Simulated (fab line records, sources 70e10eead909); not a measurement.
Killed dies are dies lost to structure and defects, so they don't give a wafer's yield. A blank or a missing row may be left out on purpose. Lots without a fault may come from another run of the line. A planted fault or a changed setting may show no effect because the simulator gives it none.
Chamber matching | flow nand_harc | NHARC_P_M2_ETCH_35 on rie_diel-02: 4 sister chambers
The step etches the open film in N2/H2, target depth 40 nm, overetch 12 nm, time 43.94 s. 16 wafers are shown with their chamber, then 8 later ones without.

WAFERS WITH THEIR CHAMBER
wafer  | chamber | drypump_motor_current_A (A) | rf_vpp_V (V) | throttle_valve_pct (%)
L078.2 | 1       | 5.7                         | 429.4        | 14.173
L078.3 | 2       | 5.5                         | 430.0        | 14.168
L078.6 | 2       | 5.5                         | 429.1        | 14.173
L081.1 | 3       | 5.7                         | 430.6        | 14.173
L081.3 | 0       | 5.5                         | 427.0        | 14.171
L081.6 | 2       | 5.4                         | 428.8        | 14.166
L082.1 | 2       | 5.4                         | 429.7        | 14.159
L082.3 | 0       | 5.5                         | 425.5        | 14.164
L082.5 | 3       | 5.7                         | 430.8        | 14.169
L084.3 | 1       | 5.7                         | 429.5        | 14.156
L084.5 | 2       | 5.5                         | 428.9        | 14.167
L084.6 | 1       | 5.7                         | 429.2        | 14.160
L085.3 | 1       | 5.7                         | 428.7        | 14.169
L085.5 | 0       | 5.5                         | 427.1        | 14.179
L085.6 | 3       | 5.7                         | 431.0        | 14.190
L092.1 | 0       | 5.5                         | 427.7        | 14.172

SIGNATURES (means of the wafers above)
reading                 | chamber 0 | chamber 1 | chamber 2 | chamber 3 | scatter within a chamber
drypump_motor_current_A | 5.500     | 5.700     | 5.460     | 5.700     | 0.0316
rf_vpp_V                | 426.825   | 429.200   | 429.300   | 430.800   | 0.591
throttle_valve_pct      | 14.17150  | 14.16450  | 14.16660  | 14.17733  | 0.00735
Rule: a wafer's distance from a chamber is the root of the sum, over the readings, of the square of ((its reading less the chamber's mean) divided by the reading's scatter). The wafer belongs to the nearest chamber; if the next one is less than 2 further off, it can't be placed. The scatter: the root of (the sum of the squares of (reading less its chamber's mean) over the shown wafers, divided by (wafers less chambers)).

WAFERS WITHOUT THEIR CHAMBER
wafer  | drypump_motor_current_A (A) | rf_vpp_V (V) | throttle_valve_pct (%)
L092.5 | 5.4                         | 428.1        | 14.184
L092.6 | 5.7                         | 429.6        | 14.177
L095.1 | 5.5                         | 425.7        | 14.157
L095.4 | 5.7                         | 430.4        | 14.155
L095.5 | 5.5                         | 427.2        | 14.168
L096.1 | 5.4                         | 428.8        | 14.186
L096.3 | 5.7                         | 429.3        | 14.178
L096.4 | 5.4                         | 426.5        | 14.195

WHICH CHAMBER EACH WENT THROUGH
wafer  | from the rows above     | in truth
L092.5 | can't be placed: 2 or 0 | 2
L092.6 | can't be placed: 1 or 3 | 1
L095.1 | 0                       | 0
L095.4 | can't be placed: 1 or 3 | 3
L095.5 | 0                       | 0
L096.1 | can't be placed: 2 or 0 | 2
L096.3 | can't be placed: 1 or 3 | 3
L096.4 | can't be placed: 0 or 2 | 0
Placed correctly: 2 of 8. Can't be placed from these rows: 6 (the true chamber is among the candidates in 6). Placed wrongly: 0.
